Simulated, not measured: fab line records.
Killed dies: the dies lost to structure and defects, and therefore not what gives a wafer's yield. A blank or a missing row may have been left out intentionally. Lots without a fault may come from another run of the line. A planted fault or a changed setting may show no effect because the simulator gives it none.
Struck lot and sound lot, side by side / flow n5 finfet / 23 steps out of a route of 1938
Sound: the wafers L146.2, L146.4, L146.5. Struck: wafer L154.4. (L154.6 of the same lot was not struck and is left out.) The cause comes at the end.
For every step that has rows: the tool of each side, followed by ch and its chambers, followed by its first start. Under that, the readings that differ: sound wafers / struck wafers / difference of the means / sigmas: that difference in standard deviations of wafers without a fault.
alike: words and numbers the same on both sides, and readings whose means are apart by under 2 such deviations; not compared: readings that were withheld, readings missing a value for some wafer, numbers with overlapping values and no deviation given by the record, and bounds like >300 which may hide the same value.
The two part at a step that has a row with sigmas, a row that says differs or no value, or rows on one side only. Non-overlapping numbers with no deviation appear without sigmas and do not part them. A reading that every wafer of one side lacks parts them only if that side has two wafers or more.

first, 3 steps without rows for these wafers: N5_PMOS_HMC_CHANNEL_EPI_EXPOSE_06 (exposes mask PMOS HMC BLK, target cd 240 nm); N5_PMOS_HMC_CHANNEL_EPI_PEB_07 (peb time 60 s); N5_PMOS_HMC_CHANNEL_EPI_DEVELOP_08 (develop time 30 s).
N5_PMOS_HMC_CHANNEL_EPI_CD_MEAS_09: the cd target is 237.4 nm.
  sound on cd sem-02 ch 0, day 3 11:36; struck on cd sem-02 ch 0, day 5 11:37
  alike: cd nm
N5_PMOS_HMC_CHANNEL_EPI_OVL_MEAS_10:
  sound on overlay-02 ch 0, day 3 11:38; struck on overlay-02 ch 0, day 5 11:39
  alike: PMOS_HMC_BLK_OVL
N5_PMOS_HMC_CHANNEL_EPI_INSPECT_11: inspects for defects (macro).
  sound: defect inspect-01 at day 3 11:40; struck: defect inspect-01 at day 5 11:41
  alike: raw defect count
N5_PMOS_HMC_CHANNEL_EPI_DESCUM_14: chemistry O2, time 7.9 s.
  sound on rie diel-02 ch 1,3, day 3 11:42; struck on rie diel-04 ch 0, day 5 11:43
  alike: drypump motor current A, oes product au, rf fwd power W, rf vpp V, showerhead plenum p Torr, throttle valve pct
  not compared: rf hours counter h
then, 1 step without rows for these wafers: N5_PMOS_HMC_CHANNEL_EPI_ETCH_32 (etches BARC in N2/H2, stops on SiO2, target depth 85.8 nm, time 50.3 s).
N5_PMOS_HMC_CHANNEL_EPI_HM_OPEN_15: chemistry CHF3/O2, target SiO2, target depth 40.6 nm, time 20.3 s.
  sound on rie diel-02 ch 1,3, day 3 11:47; struck on rie diel-04 ch 0, day 5 11:47
  alike: O2_flow_sccm, drypump motor current A, oes product au, rf fwd power W, rf vpp V, showerhead plenum p Torr, throttle valve pct
  not compared: rf hours counter h
N5_PMOS_HMC_CHANNEL_EPI_STRIP_33: strips in N2/H2.
  sound on rie diel-02 ch 1,3, day 3 11:50; struck on rie diel-04 ch 0, day 5 11:50
  alike: drypump motor current A, oes product au, rf vpp V, showerhead plenum p Torr, throttle valve pct
  not compared: rf hours counter h
then, 1 step without rows for these wafers: N5_PMOS_HMC_CHANNEL_EPI_STRIP_17 (strips in SPM, time 750 s).
N5_PMOS_HMC_CHANNEL_EPI_ETCH_38: etches SiO2 in CF4, target depth 1.5 nm.
  sound on rie si-06 ch 0,1,2, day 3 12:09; struck on rie si-06 ch 2, day 5 12:08
  alike: drypump motor current A, oes product au, rf fwd power W, throttle valve pct
  not compared: rf hours counter h
N5_PMOS_HMC_CHANNEL_EPI_FIN_RECESS_16: chemistry HBr/Cl2, target Si, target depth 54 nm, time 18 s.
  sound on rie si-06 ch 0,1,2, day 3 12:10; struck on rie si-06 ch 2, day 5 12:10
reading=model.etch.depth nm (nm); sound=54.66 53.78 54.2; struck=51.67; difference=-2.54; sigmas=
reading=model.PMOS_HMC_CHANNEL_EPI.feature depth nm (nm); sound=54.66 53.78 54.2; struck=51.67; difference=-2.54; sigmas=
  alike: drypump motor current A, oes product au, throttle valve pct
  not compared: rf fwd power W, rf hours counter h
then, 6 steps without rows for these wafers: N5_PMOS_HMC_CHANNEL_EPI_PRECLEAN_36 (cleans in O3/DIW, time 45 s); N5_PMOS_HMC_CHANNEL_EPI_PRECLEAN_18 (cleans in DHF, time 30 s); N5_PMOS_HMC_CHANNEL_EPI_SRD_19 (time 30 s); N5_PMOS_HMC_CHANNEL_EPI_EPI_20 (deposits SiGe30, target thk 59 nm); N5_PMOS_HMC_CHANNEL_EPI_HM_STRIP_35 (strips SiO2 in dHF, material SiO2, target depth 39.6 nm, time 216 s); N5_PMOS_HMC_CHANNEL_EPI_SRD_39 (time 30 s).
N5_PMOS_HMC_CHANNEL_EPI_CMP_21: polishes SiGe30, target thk 54 nm.
  sound on cmp-04 ch 1,2, day 3 13:41; struck on cmp-03 ch 1, day 5 14:10
  alike: motor current A, retaining ring pressure frac
N5_PMOS_HMC_CHANNEL_EPI_THK_MEAS_22:
  sound: film metro-02 at day 3 13:58; struck: film metro-02 at day 5 14:23
reading=HMC_CMP_THK (nm); sound=54.5 53.8 54.3; struck=51.5; difference=-2.7; sigmas=-4
then, 2 steps without rows for these wafers: N5_PMOS_HMC_CHANNEL_EPI_PRECLEAN_40 (cleans in DHF, time 30 s); N5_PASSIVATION_PROBE_49.

WHERE THEY PART
Within this record, at N5_PMOS_HMC_CHANNEL_EPI_THK_MEAS_22 only.

WHY: whatever the simulator had introduced
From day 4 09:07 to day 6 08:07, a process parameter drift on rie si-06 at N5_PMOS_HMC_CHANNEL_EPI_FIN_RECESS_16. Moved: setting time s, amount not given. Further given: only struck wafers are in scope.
